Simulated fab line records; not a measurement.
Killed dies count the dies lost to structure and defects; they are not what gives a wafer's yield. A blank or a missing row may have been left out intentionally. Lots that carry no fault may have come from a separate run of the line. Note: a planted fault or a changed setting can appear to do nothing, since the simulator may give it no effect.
Matching of chambers -- flow n5-finfet -- 3 sister chambers for N5_BEOL_M0_SAQP_PECVD_96 on pecvd-03
The step deposits a-Si from SiH4/He, target thk 45 nm, time 45.2 s. 14 wafers are shown with their chamber, then 7 later ones without.

EACH WAFER AND ITS CHAMBER
wafer,chamber,throttle-valve-pct (%),showerhead-plenum-p-Torr (Torr),heater-power-w (W)
L079.2,1,17.0,5.71,589
L079.3,0,19.7,5.76,652
L079.6,1,17.0,5.71,591
L089.4,0,19.7,5.76,690
L089.5,2,17.6,5.63,554
L089.6,1,17.2,5.74,566
L090.1,0,19.9,5.76,690
L090.2,2,17.7,5.62,544
L090.6,0,19.7,5.78,676
L092.1,0,19.9,5.77,685
L092.2,2,17.7,5.61,556
L092.6,2,17.5,5.64,558
L093.1,2,17.7,5.62,552
L093.4,0,20.1,5.76,700

SIGNATURES (means of the wafers above)
reading,chamber 0,chamber 1,chamber 2,scatter within a chamber
throttle-valve-pct,19.833,17.067,17.640,0.132
showerhead-plenum-p-Torr,5.7650,5.7200,5.6240,0.0116
heater-power-w,682.17,582.00,552.80,13.1
Rule: for each reading, subtract the chamber's mean from the wafer's reading, divide by that reading's scatter and square the result; add these up over the readings and take the root, which gives the wafer's distance from the chamber. The wafer belongs to the nearest chamber; if the next one is less than 2 further off, it can't be placed. The scatter: take each reading less its chamber's mean, square it, sum over the shown wafers, divide by the number of wafers less the number of chambers, and take the root.

WAFERS WITHOUT THEIR CHAMBER
wafer,throttle-valve-pct (%),showerhead-plenum-p-Torr (Torr),heater-power-w (W)
L093.5,17.7,5.61,558
L094.1,20.0,5.77,563
L094.5,17.3,5.72,534
L094.6,20.0,5.76,587
L096.2,17.8,5.61,570
L096.3,17.0,5.72,562
L096.5,20.1,5.76,687

WHICH CHAMBER EACH ONE RAN IN
wafer,from the rows above,in truth
L093.5,2,2
L094.1,0,0
L094.5,1,1
L094.6,0,0
L096.2,2,2
L096.3,1,1
L096.5,0,0
Correct placement for 7 of the 7. Not placeable from these rows: 0. Placed wrongly: 0.
